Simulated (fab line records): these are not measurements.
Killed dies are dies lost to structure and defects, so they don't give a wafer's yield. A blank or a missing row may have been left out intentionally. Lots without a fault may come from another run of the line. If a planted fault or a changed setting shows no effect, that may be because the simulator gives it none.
Chamber matching :: flow n5_finfet :: N5_BEOL_M0_SAQP_ETCH_83 on rie_diel-03 has 4 sister chambers
The step etches SiARC in CF4, target depth 39 nm, time 65 s. 4 wafers are shown with their chamber, then 7 later ones without.

WAFERS WITH THEIR CHAMBER
wafer: L079.5
chamber: 3
drypump_motor_current_A (A): 6.5

wafer: L086.6
chamber: 1
drypump_motor_current_A (A): 6.6

wafer: L088.1
chamber: 2
drypump_motor_current_A (A): 5.8

wafer: L088.4
chamber: 0
drypump_motor_current_A (A): 6.1

WAFERS WITH NO CHAMBER GIVEN
wafer: L088.5
drypump_motor_current_A (A): 6.6

wafer: L090.3
drypump_motor_current_A (A): 6.6

wafer: L090.4
drypump_motor_current_A (A): 6.1

wafer: L090.6
drypump_motor_current_A (A): 6.5

wafer: L097.2
drypump_motor_current_A (A): 5.8

wafer: L097.3
drypump_motor_current_A (A): 6.0

wafer: L097.6
drypump_motor_current_A (A): 5.8

EACH ONE'S CHAMBER
wafer: L088.5
from the rows above: 1
in truth: 1

wafer: L090.3
from the rows above: 1
in truth: 1

wafer: L090.4
from the rows above: 0
in truth: 0

wafer: L090.6
from the rows above: 3
in truth: 3

wafer: L097.2
from the rows above: 2
in truth: 2

wafer: L097.3
from the rows above: 0
in truth: 0

wafer: L097.6
from the rows above: 2
in truth: 2
Correct placement for 7 of the 7. Can't be placed from these rows: 0. Placed wrongly: 0.
How it was worked out, from the rows above alone: a wafer's distance from a chamber is the root of the sum, over the readings, of the square of ((its reading less the chamber's mean) divided by the reading's scatter). The wafer belongs to the nearest chamber; if the next one is less than 2 further off, it can't be placed. A chamber's mean is the mean of its shown wafers. The scatter: with one shown wafer a chamber, the root of the mean of the squares of how far each hidden wafer lies from its nearest shown one.
